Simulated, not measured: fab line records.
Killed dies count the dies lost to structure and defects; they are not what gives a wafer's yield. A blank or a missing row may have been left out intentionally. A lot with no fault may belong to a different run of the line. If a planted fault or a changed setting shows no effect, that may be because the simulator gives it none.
Matching of chambers + flow n5_finfet + 3 sister chambers for N5_BEOL_M0_SAQP_PECVD_03 on pecvd-03
The step deposits SiCN from 3MS/NH3, target thk 12 nm, time 21.1 s. 18 wafers are shown with their chamber, then 9 later ones without.

## WAFERS WITH THEIR CHAMBER
| wafer  | chamber | showerhead_vpp_V (V) | throttle_valve_pct (%) | showerhead_plenum_p_Torr (Torr) |
|--------|---------|----------------------|------------------------|---------------------------------|
| L080.1 | 1       | 850                  | 9.4                    | 3.640                           |
| L080.4 | 2       | 780                  | 8.3                    | 3.661                           |
| L080.5 | 0       | 840                  | 8.7                    | 3.660                           |
| L081.3 | 2       | 782                  | 8.4                    | 3.666                           |
| L081.4 | 0       | 840                  | 8.9                    | 3.659                           |
| L081.6 | 1       | 852                  | 9.0                    | 3.650                           |
| L083.1 | 1       | 844                  | 9.0                    | 3.647                           |
| L083.3 | 2       | 794                  | 8.4                    | 3.670                           |
| L083.5 | 0       | 834                  | 9.0                    | 3.650                           |
| L086.1 | 0       | 828                  | 8.7                    | 3.653                           |
| L086.3 | 1       | 836                  | 9.0                    | 3.650                           |
| L086.4 | 0       | 814                  | 9.1                    | 3.662                           |
| L089.2 | 1       | 847                  | 9.1                    | 3.640                           |
| L089.4 | 1       | 836                  | 9.5                    | 3.648                           |
| L089.5 | 0       | 827                  | 8.7                    | 3.653                           |
| L093.2 | 1       | 844                  | 9.3                    | 3.644                           |
| L093.4 | 2       | 785                  | 8.5                    | 3.666                           |
| L093.6 | 0       | 833                  | 8.9                    | 3.650                           |

SIGNATURES (averages over the wafers above)
| reading                  | chamber 0 | chamber 1 | chamber 2 | scatter within a chamber |
|--------------------------|-----------|-----------|-----------|--------------------------|
| showerhead_vpp_V         | 830.86    | 844.14    | 785.25    | 7.49                     |
| throttle_valve_pct       | 8.857     | 9.186     | 8.400     | 0.172                    |
| showerhead_plenum_p_Torr | 3.65529   | 3.64557   | 3.66575   | 0.00447                  |
Rule: for a wafer and a chamber, the distance is found by dividing, reading by reading, the gap between the wafer's reading and the chamber's mean by the reading's scatter, squaring, summing and taking the root. The wafer belongs to the nearest chamber; if the next one is less than 2 further off, it can't be placed. The scatter: take each reading less its chamber's mean, square it, sum over the shown wafers, divide by the number of wafers less the number of chambers, and take the root.

## WAFERS WITH NO CHAMBER GIVEN
| wafer  | showerhead_vpp_V (V) | throttle_valve_pct (%) | showerhead_plenum_p_Torr (Torr) |
|--------|----------------------|------------------------|---------------------------------|
| L094.3 | 785                  | 8.6                    | 3.659                           |
| L094.5 | 835                  | 9.1                    | 3.659                           |
| L094.6 | 797                  | 8.5                    | 3.663                           |
| L095.1 | 822                  | 9.0                    | 3.639                           |
| L095.3 | 840                  | 9.0                    | 3.648                           |
| L095.6 | 799                  | 8.5                    | 3.666                           |
| L096.1 | 857                  | 9.1                    | 3.652                           |
| L096.4 | 839                  | 9.1                    | 3.654                           |
| L096.5 | 794                  | 8.3                    | 3.660                           |

## CHAMBER TAKEN BY EACH
| wafer  | from the rows above     | in truth |
|--------|-------------------------|----------|
| L094.3 | 2                       | 2        |
| L094.5 | can't be placed: 0 or 1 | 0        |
| L094.6 | 2                       | 2        |
| L095.1 | can't be placed: 1 or 0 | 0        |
| L095.3 | can't be placed: 1 or 0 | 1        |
| L095.6 | 2                       | 2        |
| L096.1 | can't be placed: 1 or 0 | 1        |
| L096.4 | can't be placed: 0 or 1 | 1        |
| L096.5 | 2                       | 2        |
4 of 9 placed correctly. From these rows, 5 cannot be placed; in 5 the true chamber is one of the candidates. Number placed wrongly: 0.
